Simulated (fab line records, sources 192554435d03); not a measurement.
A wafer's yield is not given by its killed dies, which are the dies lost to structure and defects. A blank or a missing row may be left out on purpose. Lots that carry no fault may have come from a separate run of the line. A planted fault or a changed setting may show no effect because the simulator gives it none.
Chamber matching -- flow n5 finfet -- ald sin-01 running N5_SPACER0_ALD_07: 4 sister chambers
The step deposits SiNx, target thk 2 nm. 4 wafers are shown with their chamber, then 8 later ones without.

WAFERS PAIRED WITH THEIR CHAMBERS
wafer,chamber,heater power w (W)
L090.6,0,785
L093.4,1,798
L093.5,3,854
L094.1,2,784

WAFERS MISSING THEIR CHAMBER
wafer,heater power w (W)
L094.2,764
L094.3,855
L096.2,873
L096.4,789
L096.5,807
L097.1,801
L097.3,885
L097.5,864

WHICH CHAMBER EACH WENT THROUGH
wafer,from the rows above,in truth
L094.2,can't be placed: 2 or 0 or 1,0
L094.3,3,3
L096.2,3,3
L096.4,can't be placed: 0 or 2 or 1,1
L096.5,can't be placed: 1 or 0 or 2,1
L097.1,can't be placed: 1 or 0 or 2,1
L097.3,3,3
L097.5,3,3
4 of 8 placed correctly. Not placeable from these rows: 4 (in 4, the candidates include the true chamber). 0 placed wrongly.
How it was worked out, from the rows above alone: a wafer's distance from a chamber is the root of the sum, over the readings, of the square of ((its reading less the chamber's mean) divided by the reading's scatter). If the next closest chamber is less than 2 further off than the closest, the wafer can't be placed; otherwise it belongs to the closest. For every chamber, the mean is computed from those of its wafers that are shown. The scatter: with one shown wafer a chamber, the root of the mean of the squares of how far each hidden wafer lies from its nearest shown one.
